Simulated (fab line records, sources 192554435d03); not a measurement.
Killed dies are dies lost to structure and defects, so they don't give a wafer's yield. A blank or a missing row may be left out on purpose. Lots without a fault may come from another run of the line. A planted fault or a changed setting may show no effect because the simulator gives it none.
fab line records | flow n5_finfet
record lots=10 wafers=30 last_day=18
route steps=1938 shown BEOL_M4@1111 BEOL_M13@1690 PASSIVATION@1936
lots that met no fault: from a run of the same line without faults
start_h: hours from the record's first day to the start of the lot's first wafer shown | wait_h: hours since the lot's step before | " the same as in the row above | L1.1+2: a row that stands for several wafers | - no value, or no start given | * or withheld: withheld | < > ~ a bound
route shown NAME@n: a module of which the file shows steps, and the number in the route of the first | usual: mean/standard deviation of fault-free wafers | same: alike in all rows | chamber/n: place in a boat | sites: the reading at each site | _std_site: their standard deviation | _edge_site: outer sites' mean less inner sites' | radius_mm: how far each site lies from the wafer's centre | mask NAME#n: copy n | behind: the tool/chamber that last shaped the wafer | hold: why the lot was held/for how many hours/how that ended | device: the transistor (n, p or np) that didn't switch | end of line: the same wafers' tests at the end of the route | a step without rows: its recipe alone | killed: dies lost to structure and defects at the first sort, not the wafer's yield | map: a wafer's dies, x killed, . not, _ none there
set.NAME: the setting as run; set.NAME@STEP: as run at that earlier step | model.NAME: the simulator's own value behind a step, which no gauge read
steps of the route over a sample of lots; a table a step, a row a wafer
services: from which hour (start_h, from the record's first day; less than 0 if before it) a tool's chamber was out of use, for how many hours, and why
## steps
# step N5_BEOL_M4_RC_MEAS_101
# usual DIBL_N=36.0/2 DIBL_P=36.2/2.2 IOFF_N=0.16/0.034 IOFF_P=0.21/0.04 ION_N=675/12 ION_P=463/7.2 SS_N=71.6/0.6 SS_P=73.3/0.67 VT_N=250/3 VT_P=-251/3.4
# columns lot.wafer tool chamber start_h wait_h DIBL_N[mV/V] DIBL_P[mV/V] IOFF_N[nA/um] IOFF_P[nA/um] ION_N[uA/um] ION_P[uA/um] SS_N[mV/dec] SS_P[mV/dec] VT_N[mV] VT_P[mV]
L208.3 prober-02 0 169.71 0.3 37.7 36.6 0.17 0.21 670 452 72.3 74.3 251 -252
L208.4 " 0 " " 35.6 34.6 0.12 0.18 662 457 72.2 73.1 253 -255
L208.6 " 0 " " 35.6 34.4 0.14 0.18 650 451 71.8 73.6 250 -256
L209.1 prober-01 0 178.60 0.0 38.6 39.1 0.22 0.26 692 468 71.6 73.7 248 -250
L209.3 " 0 " " 37.0 37.7 0.19 0.24 684 467 71.2 73.8 246 -248
L209.5 " 0 " " 36.2 36.8 0.18 0.22 683 464 71.8 73.9 245 -250
L212.3 prober-02 0 198.35 0.3 35.2 35.2 0.14 0.18 681 460 71.1 73.5 251 -251
L212.5 " 0 " " 36.7 36.1 0.16 0.18 673 455 71.7 72.3 251 -254
L212.6 " 0 " " 34.6 35.2 0.13 0.17 665 461 70.6 72.1 250 -252
L219.2 prober-01 0 242.75 0.2 40.9 40.8 0.20 0.26 700 469 71.1 75.2 247 -249
L219.3 " 0 " " 40.6 40.0 0.20 0.25 687 466 71.7 74.1 247 -249
L219.4 " 0 " " 39.4 38.3 0.18 0.22 697 470 71.0 74.0 249 -250
L220.1 prober-01 0 245.20 0.0 37.9 39.9 0.20 0.28 682 468 72.1 74.6 244 -246
L220.2 " 0 " " 37.9 39.9 0.20 0.29 694 481 72.4 73.7 245 -246
L220.3 " 0 " " 35.4 36.6 0.16 0.24 678 470 71.5 73.3 248 -248
L221.1 prober-01 0 249.80 0.0 37.6 38.4 0.19 0.25 678 467 71.1 73.8 250 -248
L221.4 " 0 " " 35.4 36.5 0.17 0.22 679 470 71.9 73.1 249 -248
L221.5 " 0 " " 39.6 41.7 0.26 0.33 688 481 72.7 74.7 242 -241
L222.1 prober-02 0 268.85 0.0 34.6 34.6 0.13 0.19 669 464 71.6 72.6 253 -252
L222.3 " 0 " " 37.4 38.7 0.17 0.25 674 462 72.4 74.2 249 -248
L222.6 " 0 " " 34.8 35.9 0.13 0.21 665 458 72.0 73.4 253 -250
L228.3 prober-02 0 309.24 0.3 38.0 38.2 0.18 0.23 675 462 71.4 74.1 250 -248
L228.4 " 0 " " 38.9 39.1 0.20 0.27 683 470 72.0 74.2 248 -247
L228.5 " 0 " " 38.2 38.4 0.18 0.23 682 469 72.5 74.7 248 -247
L229.2 prober-02 0 314.82 0.2 36.8 36.9 0.16 0.20 672 463 71.1 73.5 249 -253
L229.3 " 0 " " 38.6 37.4 0.20 0.21 692 465 71.9 73.9 247 -251
L229.5 " 0 " " 34.2 32.8 0.13 0.16 664 452 71.2 71.9 252 -254
L231.2 prober-01 0 317.14 0.2 34.0 33.6 0.12 0.18 669 459 71.1 73.0 253 -252
L231.3 " 0 " " 35.2 34.5 0.14 0.19 666 456 71.7 73.5 252 -254
L231.5 " 0 " " 35.9 34.8 0.15 0.19 673 456 71.7 72.7 250 -253
# step N5_BEOL_M13_OVL_MEAS_29
# recipe points_per_wafer=44
# usual M13_OVL=1/6.1
# same points_per_wafer=44
# columns lot.wafer tool chamber start_h wait_h M13_OVL[nm]
L208.3 overlay-02 0 237.51 0.0 -13
L208.4 " 0 " " -3
L208.6 " 0 " " -1
L209.1 overlay-02 0 253.87 0.0 7
L209.3 " 0 " " -5
L209.5 " 0 " " 4
L212.3 overlay-01 0 263.42 0.0 -3
L212.5 " 0 " " -3
L212.6 " 0 " " 3
L219.2 overlay-02 0 336.58 0.0 -4
L219.3 " 0 " " 6
L219.4 " 0 " " -6
L221.1 overlay-01 0 340.37 0.0 4
L221.4 " 0 " " 7
L221.5 " 0 " " 3
L220.1 overlay-02 0 345.89 0.0 -6
L220.2 " 0 " " -1
L220.3 " 0 " " -6
L222.1 overlay-02 0 356.76 0.0 1
L222.3 " 0 " " 2
L222.6 " 0 " " 7
L228.3 overlay-02 0 398.31 0.0 5
L228.4 " 0 " " -2
L228.5 " 0 " " 1
L229.2 overlay-02 0 400.93 0.0 2
L229.3 " 0 " " 2
L229.5 " 0 " " -6
L231.2 overlay-02 0 402.79 0.0 3
L231.3 " 0 " " 11
L231.5 " 0 " " 10
# step N5_BEOL_M13_ETCH_38
# recipe chemistry=CF4/N2 target=SiCN target_depth_a=675 taper_deg=2 time_s=71.9 ion_energy_ev=150 mask_material=SiO2 pressure_mtorr=40 source_w=430 bias_w=70 Ar_flow_sccm=100 cf4_flow_sccm=60 n2_flow_sccm=60
# usual bias_w=70.01/0.21 cf4_flow_sccm=60.01/0.16 drypump_motor_current_A=5.78/0.29 oes_product_au=0.76/0.071 rf_vpp_V=382.5/1.9 showerhead_plenum_p_Torr=2.22/0.071 throttle_valve_pct=15.41/0.24
# columns lot.wafer tool chamber start_h wait_h bias_w cf4_flow_sccm drypump_motor_current_A oes_product_au rf_hours_counter_h rf_vpp_V showerhead_plenum_p_Torr throttle_valve_pct
L208.3 rie_diel-05 0 240.66 - 69.88 59.85 5.65 0.88 20 383.1 2.26 14.99
L208.4 " 1 " " 69.89 59.93 5.91 0.68 - 382.9 2.27 15.82
L208.6 " 2 " " 69.62 59.92 6.03 0.68 - 380.3 2.10 15.83
L209.1 rie_diel-03 1 259.15 - 70.14 60.02 6.35 0.69 190 383.1 2.28 15.21
L209.3 " 3 " " 69.92 60.05 5.46 0.77 139 378.4 2.13 15.58
L209.5 " 0 " " 70.05 60.18 5.59 0.87 - 382.9 2.25 15.31
L212.3 rie_diel-05 1 264.74 - 69.85 60.15 5.92 0.68 237 383.0 2.27 15.83
L212.5 " 3 " " 69.92 60.09 5.62 0.88 - 382.8 2.24 15.34
L212.6 " 2 " " 70.06 60.03 6.03 0.67 - 380.4 2.10 15.84
L219.2 rie_diel-03 3 343.27 - 69.85 60.29 5.47 0.75 171 380.1 2.12 15.65
L219.3 " 2 " " 70.07 60.06 5.71 0.82 104 385.5 2.32 15.24
L219.4 " 1 " " 69.94 60.05 6.38 0.67 215 382.6 2.27 15.25
L221.1 rie_diel-03 3 345.31 - - - - - - - - -
L221.4 " 2 " " - - - - - - - -
L221.5 " 2 " " - - - - - - - -
L220.1 rie_diel-06 0 350.37 - - - - - - - - -
L220.2 " 1 " " - - - - - - - -
L220.3 " 3 " " - - - - - - - -
L222.1 rie_diel-03 3 359.68 - - - - - - - - -
L222.3 " 1 " " - - - - - - - -
L222.6 " 1 " " - - - - - - - -
L228.3 rie_diel-03 2 399.71 - 70.05 59.95 5.70 0.80 121 384.6 2.32 15.27
L228.4 " 0 " " 69.88 60.07 5.62 0.81 109 382.6 2.23 15.39
L228.5 " 1 " " 69.79 59.98 6.34 0.65 - 384.2 2.26 15.28
L229.2 rie_diel-03 1 402.56 - 70.01 60.21 6.30 0.66 232 383.0 2.26 15.31
L229.3 " 0 " " 70.22 59.68 5.60 0.82 109 381.5 2.23 15.40
L229.5 " 2 " " 69.96 59.89 5.68 0.81 - 384.6 2.32 15.26
L231.2 rie_diel-06 2 403.73 - 70.24 59.94 5.87 0.71 221 382.9 2.18 15.71
L231.3 " 1 " " 70.38 60.08 5.40 0.72 213 385.7 2.26 15.60
L231.5 " 3 " " 70.17 60.19 5.84 0.79 - 380.0 2.12 15.11
# step N5_BEOL_M13_PRE_CLEAN_42
# recipe gas=H2/He time_s=30 temp_c=250
# usual heater_power_w=332/31
# columns lot.wafer tool chamber start_h wait_h heater_power_w
L208.3 pvd_sputter-01 - 241.23 0.0 349
L208.4 " - " " 305
L208.6 " - " " 353
L209.1 pvd_sputter-01 - 259.69 0.0 316
L209.3 " - " " 342
L209.5 " - " " 335
L212.3 pvd_sputter-02 - 265.30 0.0 333
L212.5 " - " " 290
L212.6 " - " " 342
L219.2 pvd_sputter-03 - 343.99 0.0 394
L219.3 " - " " 302
L219.4 " - " " 311
L221.1 pvd_sputter-03 - 345.85 0.0 349
L221.4 " - " " 308
L221.5 " - " " 399
L220.1 pvd_sputter-02 - 350.90 0.0 329
L220.2 " - " " 347
L220.3 " - " " 320
L222.1 pvd_sputter-02 - 360.08 0.0 320
L222.3 " - " " 344
L222.6 " - " " 343
L228.3 pvd_sputter-03 - 400.31 0.0 301
L228.4 " - " " 319
L228.5 " - " " 300
L229.2 pvd_sputter-01 - 403.01 0.0 342
L229.3 " - " " 312
L229.5 " - " " 301
L231.2 pvd_sputter-03 - 404.69 0.0 309
L231.3 " - " " 359
L231.5 " - " " 311
# step N5_BEOL_M13_ANNEAL_48
# recipe temp_c=225 time_s=90 ambient=N2
# usual wafer_temp_C_max=225.87/0.29
# columns lot.wafer tool chamber start_h wait_h wafer_temp_C_max
L208.3 rtp_anneal-02 0 241.80 0.2 225.75
L208.4 " 0 " " 225.61
L208.6 " 0 " " 225.49
L209.1 rtp_anneal-02 0 260.17 0.1 225.64
L209.3 " 0 " " 225.83
L209.5 " 0 " " 226.13
L212.3 rtp_anneal-02 0 266.39 0.7 225.79
L212.5 " 0 " " 225.97
L212.6 " 0 " " 225.93
L219.2 rtp_anneal-02 0 344.52 0.2 225.71
L219.3 " 0 " " 225.43
L219.4 " 0 " " 225.85
L221.1 rtp_anneal-01 0 346.35 0.1 226.32
L221.4 " 0 " " 226.18
L221.5 " 0 " " 226.37
L220.1 rtp_anneal-01 0 351.38 0.1 225.62
L220.2 " 0 " " 225.87
L220.3 " 0 " " 225.77
L222.1 rtp_anneal-01 0 360.56 0.1 225.85
L222.3 " 0 " " 225.98
L222.6 " 0 " " 226.15
L228.3 rtp_anneal-02 0 400.96 0.2 225.56
L228.4 " 0 " " 225.47
L228.5 " 0 " " 225.72
L229.2 rtp_anneal-01 0 403.54 0.2 226.20
L229.3 " 0 " " 226.18
L229.5 " 0 " " 226.50
L231.2 rtp_anneal-01 0 405.22 0.2 225.54
L231.3 " 0 " " 226.39
L231.5 " 0 " " 226.03
# step N5_PASSIVATION_PROBE_49
# usual defect_limited_yield=91.5/1.5 killed_at_M0_to_M3=33/10 killed_at_M4_up=15/6.4 killed_at_contacts=12/5.4 killed_at_front_end=38/9.8 killed_at_other=4/3.1 killed_dies=101/18 killed_on_rim=13/3.9 killed_open=67/14 killed_short=33/7.9 sort_bin_5_function=5.0/1 sort_bin_6_memory=3.2/0.67 sort_n_pass=1079/18 sort_yield_pct=91.5/1.5
# same gross_dies=1180 killed_at_back_side=0 sort_bin_4_leakage[%]=0 sort_bin_8_speed[%]=0
# columns lot.wafer tool chamber start_h wait_h defect_limited_yield[%] killed_at_M0_to_M3 killed_at_M4_up killed_at_contacts killed_at_front_end killed_at_other killed_dies killed_on_rim killed_open killed_short sort_bin_5_function[%] sort_bin_6_memory[%] sort_n_pass sort_yield_pct[%]
L209.1 prober-02 - 295.99 0.0 92.5 28 18 13 26 3 88 12 48 34 4.6 2.5 1092 92.5
L209.3 prober-02 - 296.09 0.1 90.9 41 16 17 32 1 107 11 62 41 5.0 3.6 1073 90.9
L209.5 prober-02 - 296.19 0.2 92.5 24 18 3 35 9 89 18 61 25 4.0 2.9 1091 92.5
L221.1 prober-01 - 388.32 0.0 0 37 1098 8 33 4 1180 152 61 35 97.2 2.8 0 0
L221.4 prober-01 - 388.47 0.2 0 35 1098 20 23 4 1180 152 60 35 96.4 3.5 0 0
L221.5 prober-01 - 388.52 0.2 0 31 1113 11 23 2 1180 152 59 30 96.4 3.5 0 0
L222.1 prober-02 - 388.97 0.0 0 26 1104 19 31 0 1180 152 73 24 96.9 3.1 0 0
L222.3 prober-02 - 389.07 0.1 0 45 1083 4 47 1 1180 152 87 34 95.3 4.6 0 0
L222.6 prober-02 - 389.22 0.3 0 51 1083 12 32 2 1180 152 92 30 95.1 4.8 0 0
L220.1 prober-01 - 390.30 0.0 0 30 1081 12 52 5 1180 152 61 54 96.5 3.3 0 0
L220.2 prober-01 - 390.35 0.1 0 40 1089 10 35 6 1180 152 69 33 96.9 2.9 0 0
L220.3 prober-01 - 390.40 0.1 0 21 1124 8 24 3 1180 152 53 21 96.7 3.0 0 0
# killed by level:class
L209.1 BEOL_M0_SAQP:geometric_particle:short=14 MOL_CONTACT_COAG:geometric_particle:open=11 BEOL_M4:geometric_particle:open=7 BEOL_M0_SAQP:geometric_particle:open=6 STARTING-WAFER:geometric_particle:short=5 BEOL_M5:geometric_particle:open=5 FIN_SAQP:geometric_particle:open=4 FIN_SAQP:geometric_particle:short=4
L209.3 MOL_CONTACT_COAG:geometric_particle:open=11 BEOL_M0_SAQP:geometric_particle:short=10 BEOL_M0_SAQP:geometric_particle:open=10 FIN_SAQP:geometric_particle:short=8 FIN_SAQP:geometric_particle:open=7 MOL_CONTACT_COAG:geometric_particle:short=6 BEOL_M4:geometric_particle:open=6 BEOL_M1:geometric_particle:open=5
L209.5 FIN_SAQP:geometric_particle:open=9 BEOL_M3:geometric_particle:open=9 BEOL_M4:geometric_particle:open=9 BEOL_M0_SAQP:geometric_particle:open=6 FIN_SAQP:geometric_particle:short=5 BEOL_M0_SAQP:geometric_particle:short=5 STARTING-WAFER:geometric_particle:short=5 DUMMY_GATE:geometric_particle:open=4
L221.1 BEOL_M13:area_etch=1082 BEOL_M4:geometric_particle:open=10 MOL_CONTACT_COAG:geometric_particle:open=7 BEOL_M1:geometric_particle:open=7 FIN_SAQP:geometric_particle:open=6 BEOL_M0_SAQP:geometric_particle:open=6 BEOL_M2:geometric_particle:open=6 BEOL_M3:geometric_particle:open=6
L221.4 BEOL_M13:area_etch=1083 MOL_CONTACT_COAG:geometric_particle:open=14 BEOL_M3:geometric_particle:open=11 BEOL_M4:geometric_particle:open=7 MOL_CONTACT_COAG:geometric_particle:short=6 BEOL_M0:geometric_particle:open=6 STARTING-WAFER:geometric_particle:open=6 BEOL_M2:geometric_particle:open=5
L221.5 BEOL_M13:area_etch=1090 BEOL_M4:geometric_particle:open=12 MOL_CONTACT_COAG:geometric_particle:open=9 BEOL_M0_SAQP:geometric_particle:short=8 BEOL_M0_SAQP:geometric_particle:open=7 BEOL_M3:geometric_particle:open=6 BEOL_M1:geometric_particle:open=6 BEOL_M4:geometric_particle:short=5
L222.1 BEOL_M13:area_etch=1083 MOL_CONTACT_COAG:geometric_particle:open=17 STI_FIN_REVEAL:geometric_particle:open=8 BEOL_M2:geometric_particle:open=7 BEOL_M0_SAQP:geometric_particle:short=6 BEOL_M4:geometric_particle:open=6 BEOL_M5:geometric_particle:open=6 FIN_SAQP:geometric_particle:open=5
L222.3 BEOL_M13:area_etch=1058 FIN_SAQP:geometric_particle:open=20 BEOL_M2:geometric_particle:open=15 BEOL_M4:geometric_particle:open=13 BEOL_M0_SAQP:geometric_particle:open=10 BEOL_M0_SAQP:geometric_particle:short=5 BEOL_M4:geometric_particle:short=5 BEOL_M1:geometric_particle:open=5
L222.6 BEOL_M13:area_etch=1057 BEOL_M3:geometric_particle:open=16 BEOL_M4:geometric_particle:open=16 BEOL_M2:geometric_particle:open=13 MOL_CONTACT_COAG:geometric_particle:open=10 STI_FIN_REVEAL:geometric_particle:open=8 GATE_CUT:geometric_particle:open=6 BEOL_M0_SAQP:geometric_particle:short=6
L220.1 BEOL_M13:area_etch=1065 FIN_SAQP:geometric_particle:short=16 FIN_SAQP:geometric_particle:open=12 BEOL_M0_SAQP:geometric_particle:short=11 BEOL_M0_SAQP:geometric_particle:open=11 MOL_CONTACT_COAG:geometric_particle:open=10 BEOL_M4:geometric_particle:short=9 STI_FIN_REVEAL:geometric_particle:open=7
L220.2 BEOL_M13:area_etch=1078 FIN_SAQP:geometric_particle:open=11 BEOL_M2:geometric_particle:open=7 STI_FIN_REVEAL:geometric_particle:open=6 MOL_CONTACT_COAG:geometric_particle:open=6 BEOL_M0_SAQP:geometric_particle:short=5 BEOL_M0_SAQP:geometric_particle:open=5 BEOL_M0:geometric_particle:open=5
L220.3 BEOL_M13:area_etch=1106 BEOL_M4:geometric_particle:open=11 BEOL_M0_SAQP:geometric_particle:open=9 MOL_CONTACT_COAG:geometric_particle:open=7 DUMMY_GATE:geometric_particle:open=5 GATE_CUT:geometric_particle:short=5 BEOL_M0_SAQP:geometric_particle:short=5 FIN_SAQP:geometric_particle:short=4
## services
# columns tool chamber start_h hours kind
rie_diel-05 3 239.24 9.6 repair
rie_diel-06 2 252.13 10.8 repair
rie_diel-06 0 256.55 7.3 repair
rie_diel-06 1 257.61 3.4 repair
rie_diel-03 1 264.32 8.9 repair
rie_diel-05 - 264.84 14.6 pm
pvd_sputter-01 - 272.12 7.8 repair
rie_diel-06 3 291.33 1.9 repair
rie_diel-05 1 312.03 4.2 repair
rie_diel-05 1 326.87 - clean
rie_diel-05 1 326.87 - consumable_replace:focus_ring
rie_diel-05 1 326.87 16.5 scheduled_down
rie_diel-05 1 326.87 16.5 vent_cycle
rie_diel-05 - 329.63 7.5 repair
pvd_sputter-01 - 353.12 1.8 repair
rie_diel-05 2 353.78 - clean
rie_diel-05 2 353.78 - consumable_replace:focus_ring
rie_diel-05 2 353.78 - consumable_replace:showerhead
rie_diel-05 2 353.78 19.7 scheduled_down
rie_diel-05 2 353.78 19.7 vent_cycle
rie_diel-05 3 365.69 3.9 repair
rie_diel-06 0 369.06 18.3 repair
rie_diel-06 0 387.43 - clean
pvd_sputter-03 - 400.63 1.9 repair
## key
first_sign step=N5_BEOL_M13_ETCH_38 reading=tool_record direction=missing
effect step=N5_PASSIVATION_PROBE_49 reading=killed_at_M4_up direction=up sigmas=99+ usual=15 struck=1097
more_kills_born_at N5_BEOL_M13_ETCH_38@rie_diel-03=6453 N5_BEOL_M13_ETCH_38@rie_diel-06=3249
met_at N5_BEOL_M13_ETCH_38
struck_lots L220,L221,L222
later_rows_left_out L220.1,L220.2,L220.3,L221.1,L221.4,L221.5,L222.1,L222.3,L222.6
not_acting_at N5_BEOL_M13_OVL_MEAS_29,N5_BEOL_M13_PRE_CLEAN_42,N5_BEOL_M13_ANNEAL_48
onset_between 343.27 345.31
fault kind=skipped_step_whole tool=rie_diel-03,rie_diel-06 chamber=- onset_h=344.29 steps=N5_BEOL_M13_ETCH_38 scope=struck_lots_only
# later_rows_left_out: the simulator's readings of these wafers behind a module that went badly wrong aren't trusted and aren't shown, but for the sort
